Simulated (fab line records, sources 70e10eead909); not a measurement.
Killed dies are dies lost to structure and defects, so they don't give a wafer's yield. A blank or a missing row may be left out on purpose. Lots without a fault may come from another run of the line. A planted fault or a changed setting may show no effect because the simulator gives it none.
Chamber matching | flow nand_harc | NHARC_P_ZERO_WELL_STRIP_28 on wet_bench-03: 7 sister chambers
The step strips in SPM, time 840 s. 11 wafers are shown with their chamber, then 6 later ones without.

WAFERS WITH THEIR CHAMBER
wafer  | chamber | bath_guard_temp_C (C) | temp_c (C)
L465.1 | 1       | 130.4                 | 129.97
L465.6 | 3       | 130.4                 | 130.13
L466.3 | 5       | 129.3                 | 130.04
L466.5 | 0       | 130.0                 | 130.06
L479.3 | 1       | 130.0                 | 130.12
L479.4 | 7       | 130.6                 | 130.30
L480.2 | 4       | 130.8                 | 130.02
L480.3 | 3       | 129.5                 | 130.19
L480.6 | 2       | 129.9                 | 130.04
L481.1 | 7       | 130.4                 | 129.86
L481.2 | 4       | 130.4                 | 129.94

WAFERS WITHOUT THEIR CHAMBER
wafer  | bath_guard_temp_C (C) | temp_c (C)
L481.3 | 130.3                 | 129.98
L483.1 | 130.0                 | 130.06
L483.2 | 129.0                 | 130.12
L483.5 | 130.2                 | 130.06
L488.2 | 130.2                 | 129.97
L488.6 | 129.9                 | 130.04

WHICH CHAMBER EACH WENT THROUGH
wafer  | from the rows above                              | in truth
L481.3 | can't be placed: 1 or 4 or 7 or 0 or 2 or 3      | 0
L483.1 | can't be placed: 0 or 2 or 1 or 3 or 7 or 4 or 5 | 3
L483.2 | can't be placed: 5 or 2 or 3 or 0                | 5
L483.5 | can't be placed: 1 or 0 or 2 or 7 or 3 or 4      | 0
L488.2 | can't be placed: 1 or 0 or 2 or 7 or 4 or 3 or 5 | 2
L488.6 | can't be placed: 2 or 0 or 3 or 1 or 5 or 7 or 4 | 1
Placed correctly: 0 of 6. Can't be placed from these rows: 6 (the true chamber is among the candidates in 6). Placed wrongly: 0.
How it was worked out, from the rows above alone: a wafer's distance from a chamber is the root of the sum, over the readings, of the square of ((its reading less the chamber's mean) divided by the reading's scatter). The wafer belongs to the nearest chamber; if the next one is less than 2 further off, it can't be placed. A chamber's mean is the mean of its shown wafers. The scatter: the root of (the sum of the squares of (reading less its chamber's mean) over the shown wafers, divided by (wafers less chambers)).
